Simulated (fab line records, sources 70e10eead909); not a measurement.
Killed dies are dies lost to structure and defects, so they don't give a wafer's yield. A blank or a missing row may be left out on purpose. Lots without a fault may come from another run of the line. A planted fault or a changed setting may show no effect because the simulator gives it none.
Chamber matching | flow nand_harc | NHARC_P_BONDPAD_CMP_19 on cmp-02: 4 sister chambers
The step polishes, t overpolish 30 s, cu recess touch 16 s, target thk 160.81 nm. 4 wafers are shown with their chamber, then 7 later ones without.

WAFERS WITH THEIR CHAMBER
wafer  | chamber | motor_current_A (A)
L083.5 | 2       | 13.2
L086.2 | 3       | 11.8
L085.4 | 1       | 14.6
L085.5 | 0       | 13.9

WAFERS WITHOUT THEIR CHAMBER
wafer  | motor_current_A (A)
L085.6 | 11.2
L089.1 | 12.4
L089.3 | 12.8
L089.6 | 11.8
L090.2 | 13.7
L090.4 | 12.7
L090.5 | 11.9

WHICH CHAMBER EACH WENT THROUGH
wafer  | from the rows above          | in truth
L085.6 | 3                            | 3
L089.1 | can't be placed: 3 or 2      | 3
L089.3 | can't be placed: 2 or 3 or 0 | 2
L089.6 | 3                            | 3
L090.2 | can't be placed: 0 or 2 or 1 | 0
L090.4 | can't be placed: 2 or 3 or 0 | 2
L090.5 | 3                            | 3
Placed correctly: 3 of 7. Can't be placed from these rows: 4 (the true chamber is among the candidates in 4). Placed wrongly: 0.
How it was worked out, from the rows above alone: a wafer's distance from a chamber is the root of the sum, over the readings, of the square of ((its reading less the chamber's mean) divided by the reading's scatter). The wafer belongs to the nearest chamber; if the next one is less than 2 further off, it can't be placed. A chamber's mean is the mean of its shown wafers. The scatter: with one shown wafer a chamber, the root of the mean of the squares of how far each hidden wafer lies from its nearest shown one.
